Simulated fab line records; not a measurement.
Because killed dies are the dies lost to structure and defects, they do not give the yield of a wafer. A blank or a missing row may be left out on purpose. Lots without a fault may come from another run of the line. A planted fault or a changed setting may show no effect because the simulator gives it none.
Struck lot and sound lot, side by side :: flow n5-finfet :: 39 steps out of a route of 1938
Sound: wafers L485.2, L485.3, L485.4. Struck: wafers L495.1, L495.2, L495.6. The cause is named last.
At each step with rows: each side's tool, then ch and its chambers, then its first start. Under that, the readings that differ: sound wafers :: struck wafers :: difference of the means :: sigmas: that difference in standard deviations of wafers without a fault.
alike: readings whose means differ by less than 2 such deviations, and words and numbers that are the same on both sides. not compared: withheld readings, readings that some wafer has no value for, bounds like >300 that may hide the same value, and numbers for which the record gives no deviation and whose values overlap.
The two part at a step that has a row with sigmas, a row that says differs or no value, or rows on one side only. When numbers do not overlap yet have no deviation, they are printed without sigmas and do not part them. A reading missing from all wafers of one side parts the sides only when that side holds two or more wafers.

first, 12 steps without rows for these wafers: N5_SD_EPI_N_ETCH_35 (etches SOC in N2/H2, overetch 108 nm, time 486 s); N5_SD_EPI_N_STRIP_36 (strips in N2/H2); N5_SD_EPI_N_ETCHBACK_44 (etches SiNx in CH3F/O2, stops on SiO2, target depth 14.5 nm); N5_SD_EPI_N_ETCH_45 (etches SiOCN in CH3F/O2, target depth 6 nm); N5_SD_EPI_N_ETCH_16 (etches SiO2 in CHF3/O2, target depth 5 nm); N5_SD_EPI_N_STRIP_47 (strips in CHF3/O2); N5_SD_EPI_N_SD_RECESS_17 (chemistry HBr/Cl2/O2, target depth 41 nm, time 23.7 s, bt time 3 s); N5_SD_EPI_N_STRIP_38 (strips in N2/H2); N5_SD_EPI_N_WET_ETCH_43 (etches SiO2 in dHF, time 14 s, target depth 1.5 nm); N5_SD_EPI_N_STRIP_18 (strips in SPM, time 750 s); N5_SD_EPI_N_SRD_20 (time 30 s); N5_SD_EPI_N_PRECLEAN_48 (cleans in NF3:NH3, afs cycles 2, time 20 s, sublimation time 60 s).
N5_SD_EPI_N_VAPOR_ETCH_50: etches Si in HCl, time 54 s.
  sound on epi-rpcvd-03 ch 0, day 4 11:05; struck on epi-rpcvd-02, day 6 19:58
  no value came back on the struck wafers for chamber-pressure-Torr (Torr), lamp-inner-pct (%), throttle-valve-pct (%), time-s (s); on the sound wafers chamber-pressure-Torr (Torr) reads 20.03 20.06 19.98
then, 24 steps without rows for these wafers: N5_SD_EPI_N_EPI_21 (deposits Si:P, time 690 s); N5_SD_EPI_N_PRECLEAN_24 (cleans in O3/DIW, time 60 s); N5_SD_EPI_N_SRD_25 (time 30 s); N5_SD_EPI_N_PRECLEAN_49 (cleans in NF3:NH3, afs cycles 1, time 20 s, sublimation time 60 s); N5_SD_EPI_N_LINER_46 (material SiNx, target thk 3 nm); N5_SD_EPI_P_COAT_34 (time 60 s, resist thk 350 nm); N5_SD_EPI_P_COAT_35 (time 60 s, resist thk 35 nm); N5_SD_EPI_P_COAT_03 (resist thk 150 nm); N5_SD_EPI_P_EBR_05; N5_SD_EPI_P_SOFTBAKE_04 (time 60 s); N5_SD_EPI_P_EXPOSE_06 (exposes mask SD P BLK, target cd 240 nm); N5_SD_EPI_P_PEB_07 (peb time 60 s); N5_SD_EPI_P_DEVELOP_08 (develop time 30 s); N5_SD_EPI_P_DESCUM_14 (chemistry O2, time 7.9 s); N5_SD_EPI_P_ETCH_36 (etches SiARC in CF4, target depth 45.5 nm, time 75.8 s); N5_SD_EPI_P_ETCH_37 (etches SOC in N2/H2, overetch 108 nm, time 486 s); N5_SD_EPI_P_STRIP_38 (strips in N2/H2); N5_SD_EPI_P_ETCHBACK_46 (etches SiNx in CH3F/O2, stops on SiO2, target depth 17.5 nm); N5_SD_EPI_P_ETCH_47 (etches SiOCN in CH3F/O2, target depth 25 nm); N5_SD_EPI_P_ETCH_16 (etches SiO2 in CHF3/O2, target depth 5 nm); N5_SD_EPI_P_STRIP_50 (strips in CHF3/O2); N5_SD_EPI_P_SD_RECESS_17 (chemistry HBr/Cl2/O2, target depth 39.1 nm, bt time 3 s); N5_SD_EPI_P_WET_ETCH_45 (etches SiO2 in dHF, time 10.7 s, target depth 2 nm, rinse time 30 s); N5_SD_EPI_P_STRIP_40 (strips in N2/H2).
-- record jumps: 6 days separate the struck wafers' starts on either side; left off in module SD_EPI_P, taken up again in module BEOL_M4, whose first shown step is the route's number 1111 --
N5_BEOL_M4_RC_MEAS_101:
  sound on prober-02 ch 0, day 9 10:53; struck on prober-01 ch 0, day 12 11:32
reading: CJ_N
sound: 4.39 4.42 4.43
struck: 3.93 4.10 3.96
difference: -0.42
sigmas: -4

reading: DIBL_N (mV/V)
sound: 39.6 40.0 40.5
struck: 23.1 24.1 23.8
difference: -16.4
sigmas: -10

reading: IOFF_N (nA/um)
sound: 0.186 0.186 0.221
struck: 0.037 0.041 0.040
difference: -0.158
sigmas: -6

reading: IOFF_N_85C (nA/um)
sound: 3.6 3.6 4.2
struck: 0.9 1.0 1.0
difference: -2.8
sigmas: -6

reading: IOFF_N_LIN (nA/um)
sound: 0.088 0.085 0.101
struck: 0.024 0.026 0.026
difference: -0.066
sigmas: -6

reading: IOFF_N_LONG (nA/um)
sound: 5.86e-05 5.84e-05 5.89e-05
struck: 5.06e-05 5.14e-05 5.11e-05
difference: -7.60e-06
sigmas: -3

reading: ION_N (uA/um)
sound: 680 678 694
struck: 529 530 532
difference: -154
sigmas: -14

reading: REXT_N (ohm.um)
sound: 76.7 75.9 74.7
struck: 149.8 147.7 149.7
difference: +73.3
sigmas: +46

reading: SS_N (mV/dec)
sound: 71.5 72.4 71.8
struck: 68.6 69.1 69.7
difference: -2.8
sigmas: -5

reading: VT_N (mV)
sound: 247 247 245
struck: 272 273 272
difference: +26
sigmas: +9

reading: VT_N_LVT (mV)
sound: 96.3 96.6 93.3
struck: 120.9 120.2 119.5
difference: +24.8
sigmas: +9
  alike: DIBL_P, IOFF_P, ION_P, SS_P, VT_P
-- a jump in the record: the struck wafers' starts before and after are 4 days apart (it breaks off in module BEOL_M4 and resumes in module PASSIVATION, where the first step shown is number 1936 of the route) --
N5_PASSIVATION_PROBE_49:
  sound on prober-02, day 13 18:17; struck on prober-01, day 16 18:11
reading: killed_at_M0_to_M3
sound: 20 20 23
struck: 63 34 45
difference: +26
sigmas: +3

reading: sort_bin_8_speed (%)
sound: 0 0 0
struck: 90.00 91.53 91.10
difference: +90.88
sigmas: +99 or more

reading: sort-n-pass
sound: 1072 1098 1092
struck: 0 0 0
difference: -1087
sigmas: -64

reading: sort-yield-pct (%)
sound: 90.8 93.1 92.5
struck: 0 0 0
difference: -92
sigmas: -61
  alike: defect-limited-yield, killed_at_M4_up, killed-at-contacts, killed-at-front-end, killed-at-other, killed-dies, killed-open, killed-short, sort_bin_5_function, sort_bin_6_memory

WHERE THEY PART
Earliest at N5_SD_EPI_N_VAPOR_ETCH_50; latest, in this record, at N5_PASSIVATION_PROBE_49.

WHY: what the simulator had put in
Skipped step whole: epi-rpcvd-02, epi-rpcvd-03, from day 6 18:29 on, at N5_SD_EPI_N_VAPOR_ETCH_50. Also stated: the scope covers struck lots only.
